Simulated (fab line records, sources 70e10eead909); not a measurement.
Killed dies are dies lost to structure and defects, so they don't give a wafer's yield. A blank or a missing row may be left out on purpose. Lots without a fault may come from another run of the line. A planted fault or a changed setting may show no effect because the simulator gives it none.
fab line records | flow nand_harc
record lots=7 wafers=21 last_day=32
route steps=1302 shown A_CONTACT@1006 END@1302
lots that met no fault: from a run of the same line without faults
start_h: hours from the record's first day to the start of the lot's first wafer shown | wait_h: hours since the lot's step before | " the same as in the row above | L1.1+2: a row that stands for several wafers | - no value, or no start given | * or withheld: withheld | < > ~ a bound
route shown NAME@n: a module of which the file shows steps, and the number in the route of the first | usual: mean/standard deviation of fault-free wafers | same: alike in all rows | chamber/n: place in a boat | sites: the reading at each site | _std_site: their standard deviation | _edge_site: outer sites' mean less inner sites' | radius_mm: how far each site lies from the wafer's centre | mask NAME#n: copy n | behind: the tool/chamber that last shaped the wafer | hold: why the lot was held/for how many hours/how that ended | device: the transistor (n, p or np) that didn't switch | end of line: the same wafers' tests at the end of the route | a step without rows: its recipe alone | killed: dies lost to structure and defects at the first sort, not the wafer's yield | map: a wafer's dies, x killed, . not, _ none there
set.NAME: the setting as run; set.NAME@STEP: as run at that earlier step | model.NAME: the simulator's own value behind a step, which no gauge read
lots at some steps of the route; a table a step, a row a wafer
services: from which hour (start_h, from the record's first day; less than 0 if before it) a tool's chamber was out of use, for how many hours, and why
## steps
# step NHARC_A_CONTACT_ETCH_112
# recipe source_w=withheld pressure_mtorr=20 bias_v=3000 time_s=190 target_depth_a=18500 ar_flow_sccm=withheld c4f8_flow_sccm=withheld o2_flow_sccm=withheld chemistry=C4F8/O2/Ar
# usual run_length_s=190/0
# columns lot.wafer tool chamber start_h wait_h rf_hours_counter_h run_length_s
L715.2 har_cap_etch-03 0 533.10 0.2 48 190
L715.4 " 0 " " - 190
L715.6 " 1 " " - 190
L716.1 har_cap_etch-01 0 547.07 0.2 4 190
L716.2 " 1 " " 4 190
L716.4 " 1 " " - 190
L721.1 har_cap_etch-01 0 589.68 0.2 11 190
L721.4 " 0 " " - 190
L721.5 " 1 " " - 190
L724.1 har_cap_etch-03 1 601.92 0.2 61 190
L724.3 " 0 " " - 190
L724.6 " 1 " " - 190
L729.4 har_cap_etch-03 1 681.78 0.2 - 190
L729.3 " 0 " " - 190
L729.6 " 1 " " - 190
L733.2 har_cap_etch-03 0 709.97 0.2 79 190
L733.3 " 0 " " - 190
L733.4 " 1 " " - 190
L732.1 har_cap_etch-01 1 711.45 0.2 32 190
L732.4 " 1 " " - 190
L732.3 " 0 " " - 190
# step NHARC_A_CONTACT_ETCH_113
# recipe source_w=withheld pressure_mtorr=20 bias_v=3000 time_s=190 target_depth_a=18500 ar_flow_sccm=withheld c4f8_flow_sccm=withheld o2_flow_sccm=withheld chemistry=C4F8/O2/Ar
# usual run_length_s=190/0
# columns lot.wafer tool chamber start_h wait_h rf_hours_counter_h run_length_s
L715.2 har_cap_etch-03 0 533.27 0.1 49 190
L715.4 " 0 " " - 190
L715.6 " 1 " " - 190
L716.1 har_cap_etch-01 0 547.24 0.1 4 190
L716.2 " 1 " " 4 190
L716.4 " 1 " " - 190
L721.1 har_cap_etch-01 0 589.91 0.2 12 190
L721.4 " 0 " " - 190
L721.5 " 1 " " - 190
L724.1 har_cap_etch-03 1 602.09 0.1 61 190
L724.3 " 0 " " - 190
L724.6 " 1 " " - 190
L729.4 har_cap_etch-03 1 681.95 0.1 - 190
L729.3 " 0 " " - 190
L729.6 " 1 " " - 190
L733.2 har_cap_etch-03 0 710.14 0.1 79 190
L733.3 " 0 " " - 190
L733.4 " 1 " " - 190
L732.1 har_cap_etch-01 1 711.61 0.1 32 190
L732.4 " 1 " " - 190
L732.3 " 0 " " - 190
# step NHARC_A_CONTACT_ETCH_114
# recipe source_w=withheld pressure_mtorr=20 bias_v=3000 time_s=190 target_depth_a=18500 ar_flow_sccm=withheld c4f8_flow_sccm=withheld o2_flow_sccm=withheld chemistry=C4F8/O2/Ar
# usual run_length_s=190/0
# columns lot.wafer tool chamber start_h wait_h rf_hours_counter_h run_length_s
L715.2 har_cap_etch-03 0 533.45 0.1 49 190
L715.4 " 0 " " - 190
L715.6 " 1 " " - 190
L716.1 har_cap_etch-01 0 547.41 0.1 5 190
L716.2 " 1 " " 5 190
L716.4 " 1 " " - 190
L721.1 har_cap_etch-01 0 590.14 0.2 12 190
L721.4 " 0 " " - 190
L721.5 " 1 " " - 190
L724.1 har_cap_etch-03 1 602.26 0.1 61 190
L724.3 " 0 " " - 190
L724.6 " 1 " " - 190
L729.4 har_cap_etch-03 1 682.12 0.1 - 190
L729.3 " 0 " " - 190
L729.6 " 1 " " - 190
L733.2 har_cap_etch-03 0 710.31 0.1 79 190
L733.3 " 0 " " - 190
L733.4 " 1 " " - 190
L732.1 har_cap_etch-01 1 711.79 0.1 32 190
L732.4 " 1 " " - 190
L732.3 " 0 " " - 190
# step NHARC_A_CONTACT_ETCH_115
# recipe source_w=withheld pressure_mtorr=20 bias_v=3000 time_s=190 target_depth_a=18500 ar_flow_sccm=withheld c4f8_flow_sccm=withheld o2_flow_sccm=withheld chemistry=C4F8/O2/Ar
# usual run_length_s=190/0
# columns lot.wafer tool chamber start_h wait_h rf_hours_counter_h run_length_s
L715.2 har_cap_etch-03 0 533.62 0.1 49 190
L715.4 " 0 " " - 190
L715.6 " 1 " " - 190
L716.1 har_cap_etch-01 0 547.58 0.1 5 190
L716.2 " 1 " " 5 190
L716.4 " 1 " " - 190
L721.1 har_cap_etch-01 0 590.37 0.2 12 190
L721.4 " 0 " " - 190
L721.5 " 1 " " - 190
L724.1 har_cap_etch-03 1 602.43 0.1 61 190
L724.3 " 0 " " - 190
L724.6 " 1 " " - 190
L729.4 har_cap_etch-03 1 682.30 0.1 - 190
L729.3 " 0 " " - 190
L729.6 " 1 " " - 190
L733.2 har_cap_etch-03 0 710.48 0.1 79 190
L733.3 " 0 " " - 190
L733.4 " 1 " " - 190
L732.1 har_cap_etch-01 1 711.96 0.1 32 190
L732.4 " 1 " " - 190
L732.3 " 0 " " - 190
# step NHARC_A_CONTACT_ETCH_116
# recipe source_w=withheld pressure_mtorr=20 bias_v=3000 time_s=190 target_depth_a=18500 ar_flow_sccm=withheld c4f8_flow_sccm=withheld o2_flow_sccm=withheld chemistry=C4F8/O2/Ar
# step NHARC_A_CONTACT_ETCH_117
# recipe source_w=withheld pressure_mtorr=20 bias_v=3000 time_s=190 target_depth_a=18500 ar_flow_sccm=withheld c4f8_flow_sccm=withheld o2_flow_sccm=withheld chemistry=C4F8/O2/Ar
# step NHARC_A_CONTACT_ETCH_118
# recipe source_w=withheld pressure_mtorr=20 bias_v=3000 time_s=190 target_depth_a=18500 ar_flow_sccm=withheld c4f8_flow_sccm=withheld o2_flow_sccm=withheld chemistry=C4F8/O2/Ar
# step NHARC_A_CONTACT_ETCH_119
# recipe source_w=withheld pressure_mtorr=20 bias_v=3000 time_s=190 target_depth_a=18500 ar_flow_sccm=withheld c4f8_flow_sccm=withheld o2_flow_sccm=withheld chemistry=C4F8/O2/Ar
# usual run_length_s=190/0
# columns lot.wafer tool chamber start_h wait_h rf_hours_counter_h run_length_s
L715.2 har_cap_etch-03 0 534.30 0.1 50 190
L715.4 " 0 " " - 190
L715.6 " 1 " " - 190
L716.1 har_cap_etch-01 0 548.27 0.1 5 190
L716.2 " 1 " " 5 190
L716.4 " 1 " " - 190
L721.1 har_cap_etch-01 0 591.27 0.2 12 190
L721.4 " 0 " " - 190
L721.5 " 1 " " - 190
L724.1 har_cap_etch-03 1 603.12 0.1 62 190
L724.3 " 0 " " - 190
L724.6 " 1 " " - 190
L729.4 har_cap_etch-03 1 682.98 0.1 - 190
L729.3 " 0 " " - 190
L729.6 " 1 " " - 190
L733.2 har_cap_etch-03 0 711.17 0.1 80 190
L733.3 " 0 " " - 190
L733.4 " 1 " " - 190
L732.1 har_cap_etch-01 1 712.64 0.1 33 190
L732.4 " 1 " " - 190
L732.3 " 0 " " - 190
# step NHARC_A_CONTACT_ETCH_120
# recipe source_w=withheld pressure_mtorr=20 bias_v=3000 time_s=190 target_depth_a=18500 ar_flow_sccm=withheld c4f8_flow_sccm=withheld o2_flow_sccm=withheld chemistry=C4F8/O2/Ar
# step NHARC_A_CONTACT_ETCH_121
# recipe source_w=withheld pressure_mtorr=20 bias_v=3000 time_s=190 target_depth_a=18500 ar_flow_sccm=withheld c4f8_flow_sccm=withheld o2_flow_sccm=withheld chemistry=C4F8/O2/Ar
# step NHARC_A_CONTACT_ETCH_122
# recipe source_w=withheld pressure_mtorr=20 bias_v=3000 time_s=190 target_depth_a=18500 ar_flow_sccm=withheld c4f8_flow_sccm=withheld o2_flow_sccm=withheld chemistry=C4F8/O2/Ar
# step NHARC_A_CONTACT_ETCH_123
# recipe source_w=withheld pressure_mtorr=20 bias_v=400 time_s=490 target_depth_a=21100 ar_flow_sccm=withheld c4f8_flow_sccm=11.5 o2_flow_sccm=7.2 chemistry=C4F8/O2/Ar
# step NHARC_A_CONTACT_ETCH_90
# recipe target_depth_a=400 over_etch_frac=0.5 time_s=85.7 ion_energy_ev=120 ch3f_flow_sccm=50 o2_flow_sccm=30 ar_flow_sccm=200 rf_w=500 bias_w=100 chemistry=CH3F/O2
# usual drypump_motor_current_A=5.7/0.57 oes_product_au=0.96/0.038 rf_vpp_V=244.0/2 run_length_s=106.8/0.36 showerhead_plenum_p_Torr=2.44/0.13 throttle_valve_pct=20.664/0.0084
# columns lot.wafer tool chamber start_h wait_h drypump_motor_current_A oes_product_au rf_hours_counter_h rf_vpp_V run_length_s showerhead_plenum_p_Torr throttle_valve_pct
L715.4 rie_diel-05 3 535.96 0.7 5.7 0.92 39 241.7 107.3 2.30 20.649
L715.2 " 0 " " 6.7 0.92 35 243.9 107.2 2.30 20.673
L715.6 " 0 " " 6.7 0.94 - 241.2 107.2 2.30 20.665
L716.1 rie_diel-01 3 549.94 0.9 6.3 0.94 26 242.5 106.8 2.35 20.670
L716.2 " 1 " " 5.0 0.93 28 247.8 106.6 2.65 20.677
L716.4 " 1 " " 5.0 0.93 - 247.4 106.8 2.65 20.671
L721.1 rie_diel-01 0 593.29 0.9 6.0 0.93 6 242.7 106.1 2.33 20.651
L721.4 " 2 " " 4.9 0.94 6 246.3 106.8 2.47 20.648
L721.5 " 0 " " 6.0 0.93 - 241.6 106.2 2.33 20.673
L724.1 rie_diel-01 3 604.77 0.9 6.3 1.01 9 241.1 107.0 2.34 20.660
L724.3 " 1 " " 5.0 1.01 9 246.9 107.0 2.64 20.659
L724.6 " 3 " " 6.3 1.02 - 240.1 106.7 2.34 20.669
L729.4 rie_diel-01 1 684.59 0.7 4.9 0.94 21 247.7 72.0 2.64 20.657
L729.3 " 3 " " 6.3 0.94 22 242.9 71.6 2.34 20.677
L729.6 " 0 " " 6.0 0.92 - 242.9 71.6 2.32 20.639
L733.2 rie_diel-01 1 712.84 0.9 5.0 0.94 25 246.5 71.5 2.64 20.677
L733.3 " 2 " " 4.9 0.96 24 242.7 71.4 2.46 20.656
L733.4 " 0 " " 6.0 0.96 27 242.6 71.8 2.32 20.644
L732.3 rie_diel-01 2 714.30 0.6 4.9 0.92 24 243.4 71.7 2.46 20.658
L732.1 " 0 " " 6.0 0.93 27 242.5 71.0 2.32 20.672
L732.4 " 1 " " 4.9 0.94 25 246.9 71.6 2.64 20.670
# step NHARC_A_CONTACT_ETCH_96
# recipe target_depth_a=200 over_etch_frac=0.5 time_s=10 ion_energy_ev=250 c4f6_flow_sccm=25 o2_flow_sccm=20 ar_flow_sccm=500 rf_w=600 bias_w=500 chemistry=C4F6/O2
# step NHARC_END_SORT_01
# recipe temp_c=25
# usual killed_at_array=62/15 killed_at_other=0.8/1 killed_at_periphery=3.7/2.6 killed_dies=66/15 killed_open=3.1/1.8 killed_short=2.6/1.7
# same gross_dies=677
# columns lot.wafer tool chamber start_h wait_h killed_at_array killed_at_other killed_at_periphery killed_dies killed_open killed_short
L715.2 prober-01 0 601.09 2.8 86 0 1 87 3 3
L715.4 prober-01 0 602.69 3.4 76 0 1 77 3 0
L715.6 prober-01 0 604.29 4.0 79 0 4 83 2 6
L716.1 prober-01 0 617.10 2.5 84 1 4 89 1 2
L716.2 prober-01 0 617.89 2.8 70 1 3 74 2 3
L716.4 prober-01 0 619.48 3.4 94 0 1 95 2 2
L721.1 prober-02 0 659.57 2.4 59 2 5 66 3 5
L721.4 prober-02 0 661.98 3.4 46 0 6 52 1 0
L721.5 prober-02 0 662.78 3.7 61 1 4 66 4 5
L724.1 prober-02 0 674.60 2.5 100 0 1 101 4 4
L724.3 prober-02 0 676.18 3.1 91 0 5 96 5 2
L724.6 prober-02 0 678.56 4.0 83 0 2 85 4 1
L733.2 prober-01 0 776.01 2.8 65 0 7 72 3 3
L733.3 prober-01 0 776.81 3.1 63 1 7 71 3 2
L733.4 prober-01 0 777.62 3.4 47 0 3 50 3 2
# killed by level:class
L715.2 A_SLIT:chamber_film_flake=30 A_CHANNEL_HOLE_D1:chamber_film_flake=30 A_CHANNEL_HOLE_D2:chamber_film_flake=9 A_ZERO_WELL:chamber_film_flake=2 A_CHANNEL_FILL_D1:chamber_film_flake=2 A_STAIRCASE:chamber_film_flake=2 A_CONTACT:chamber_film_flake=2 A_BLC:chamber_film_flake=2
L715.4 A_CHANNEL_HOLE_D1:chamber_film_flake=26 A_SLIT:chamber_film_flake=26 A_CHANNEL_HOLE_D2:chamber_film_flake=9 A_STAIRCASE:chamber_film_flake=4 A_WL_FILL:chamber_film_flake=4 A_CONTACT:chamber_film_flake=2 A_CHANNEL_FILL_D1:geometric_particle:open=1 A_ONON_D2:geometric_particle:open=1
L715.6 A_CHANNEL_HOLE_D1:chamber_film_flake=33 A_SLIT:chamber_film_flake=18 A_CHANNEL_HOLE_D2:chamber_film_flake=11 A_ONON_D1:geometric_particle:short=4 P_ZERO_WELL:chamber_film_flake=3 A_CONTACT:chamber_film_flake=3 A_DECK1_JOINT:chamber_film_flake=2 A_STAIRCASE:chamber_film_flake=2
L716.1 A_SLIT:chamber_film_flake=32 A_CHANNEL_HOLE_D2:chamber_film_flake=31 A_CONTACT:chamber_film_flake=6 A_CHANNEL_HOLE_D1:chamber_film_flake=4 A_CHANNEL_FILL_D2:chamber_film_flake=4 P_GATE:chamber_film_flake=2 A_WL_FILL:chamber_film_flake=2 A_ONON_D1:geometric_particle:open=1
L716.2 A_CHANNEL_HOLE_D2:chamber_film_flake=26 A_SLIT:chamber_film_flake=25 A_CONTACT:chamber_film_flake=5 A_CHANNEL_FILL_D2:chamber_film_flake=3 A_SGD_CUT:chamber_film_flake=3 A_CHANNEL_FILL_D2:geometric_particle:short=2 A_M0:geometric_particle:open=2 A_CHANNEL_HOLE_D1:chamber_film_flake=2
L716.4 A_CHANNEL_HOLE_D2:chamber_film_flake=39 A_SLIT:chamber_film_flake=27 A_CONTACT:chamber_film_flake=7 A_WL_FILL:chamber_film_flake=5 A_CHANNEL_FILL_D2:chamber_film_flake=4 A_CHANNEL_HOLE_D1:chamber_film_flake=3 A_SGD_CUT:chamber_film_flake=3 A_M0:geometric_particle:open=2
L721.1 A_SLIT:chamber_film_flake=33 A_CHANNEL_HOLE_D2:chamber_film_flake=13 A_CONTACT:chamber_film_flake=3 A_ONON_D2:geometric_particle:short=2 A_M0:geometric_particle:short=2 P_STI:chamber_film_flake=2 THIN_TSV:chamber_film_flake=2 P_CONTACT:geometric_particle:open=1
L721.4 A_SLIT:chamber_film_flake=26 A_CHANNEL_HOLE_D2:chamber_film_flake=11 A_CHANNEL_HOLE_D1:chamber_film_flake=3 A_CONTACT:chamber_film_flake=3 P_STI:chamber_film_flake=2 P_M2:chamber_film_flake=2 P_CONTACT:geometric_particle:open=1 P_M0:chamber_film_flake=1
L721.5 A_SLIT:chamber_film_flake=34 A_CHANNEL_HOLE_D2:chamber_film_flake=10 A_CHANNEL_HOLE_D1:chamber_film_flake=7 P_STI:chamber_film_flake=4 A_DECK1_JOINT:geometric_particle:short=2 A_ONON_D2:geometric_particle:open=2 A_ONON_D1:geometric_particle:short=1 A_ONON_D1:geometric_particle:open=1
L724.1 A_SLIT:chamber_film_flake=29 A_CHANNEL_HOLE_D1:chamber_film_flake=28 A_CHANNEL_HOLE_D2:chamber_film_flake=27 A_STAIRCASE:chamber_film_flake=5 A_ONON_D1:geometric_particle:open=3 A_CHANNEL_FILL_D1:chamber_film_flake=2 A_SOURCE_PLATE:geometric_particle:short=1 A_CHANNEL_FILL_D1:geometric_particle:short=1
L724.3 A_SLIT:chamber_film_flake=32 A_CHANNEL_HOLE_D1:chamber_film_flake=30 A_CHANNEL_HOLE_D2:chamber_film_flake=20 A_DECK1_JOINT:chamber_film_flake=3 P_M0:geometric_particle:short=2 A_CONTACT:chamber_film_flake=2 P_STI:geometric_particle:open=1 P_CONTACT:geometric_particle:open=1
L724.6 A_SLIT:chamber_film_flake=31 A_CHANNEL_HOLE_D1:chamber_film_flake=23 A_CHANNEL_HOLE_D2:chamber_film_flake=21 P_M0:geometric_particle:open=1 A_SOURCE_PLATE:geometric_particle:short=1 A_SOURCE_PLATE:geometric_particle:open=1 A_CHANNEL_HOLE_D2:geometric_particle:open=1 A_WL_FILL:geometric_particle:open=1
L733.2 A_SLIT:chamber_film_flake=41 A_CONTACT:area_etch=7 A_STAIRCASE:chamber_film_flake=5 P_GATE:chamber_film_flake=4 A_DECK1_JOINT:geometric_particle:short=2 P_ZERO_WELL:chamber_film_flake=2 A_CHANNEL_HOLE_D1:chamber_film_flake=2 A_CONTACT:chamber_film_flake=2
L733.3 A_SLIT:chamber_film_flake=34 A_CONTACT:area_etch=18 P_STI:chamber_film_flake=4 A_CHANNEL_HOLE_D1:chamber_film_flake=4 P_GATE:chamber_film_flake=2 P_M0:geometric_particle:short=1 A_CHANNEL_FILL_D1:geometric_particle:open=1 A_DECK1_JOINT:geometric_particle:open=1
L733.4 A_SLIT:chamber_film_flake=31 A_CHANNEL_HOLE_D1:unspecified=4 A_CHANNEL_HOLE_D1:chamber_film_flake=4 P_GATE:chamber_film_flake=2 A_STAIRCASE:chamber_film_flake=2 A_CHANNEL_HOLE_D1:geometric_particle:open=1 A_CHANNEL_FILL_D1:geometric_particle:open=1 A_CHANNEL_FILL_D1:geometric_particle:short=1
## services
# columns tool chamber start_h hours kind
rie_diel-01 0 512.39 - clean
rie_diel-01 1 512.39 - clean
rie_diel-01 2 512.39 - clean
rie_diel-01 3 512.39 - clean
har_cap_etch-01 0 514.60 - clean
har_cap_etch-01 1 514.60 - clean
rie_diel-01 0 536.89 - clean
rie_diel-01 1 536.89 - clean
rie_diel-01 2 536.89 - clean
rie_diel-01 3 536.89 - clean
rie_diel-01 - 557.82 9.0 pm
rie_diel-01 0 557.82 9.0 vent_cycle
rie_diel-01 1 557.82 9.0 vent_cycle
rie_diel-01 2 557.82 11.7 vent_cycle
rie_diel-01 3 557.82 9.0 vent_cycle
rie_diel-01 0 566.82 - clean
rie_diel-01 1 566.82 - clean
rie_diel-01 3 566.82 - clean
rie_diel-05 - 583.66 9.0 pm
rie_diel-01 0 591.32 - clean
rie_diel-01 1 591.32 - clean
rie_diel-01 2 591.32 - clean
rie_diel-01 3 591.32 - clean
rie_diel-05 0 624.22 17.4 repair
## key
first_sign step=NHARC_A_CONTACT_ETCH_90 reading=run_length_s direction=down sigmas=97 usual=* struck=*
effect none on later readings
met_at NHARC_A_CONTACT_ETCH_90
struck_wafers L729.3,L729.4,L729.6,L732.1,L732.3,L732.4,L733.2,L733.3,L733.4
rows_end L729.3,L729.4,L729.6,L732.1,L732.3,L732.4
tester_left_out L733
onset_between 604.77 684.59
fault kind=process_parameter_drift tool=rie_diel-01 chamber=- onset_h=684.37 steps=NHARC_A_CONTACT_ETCH_90 channel=time_s offset=* shape=step acts_in=* stated=*
# tester_left_out: of these lots the tester's yield and bins aren't shown, on N5 and GAA mostly nor the transistor test; their killed dies are dies lost to structure and defects alone, not to doping, threshold or leakage, so they don't give the yield
# rows_end: these wafers met a further fault down the route, and their rows from its step on are left out
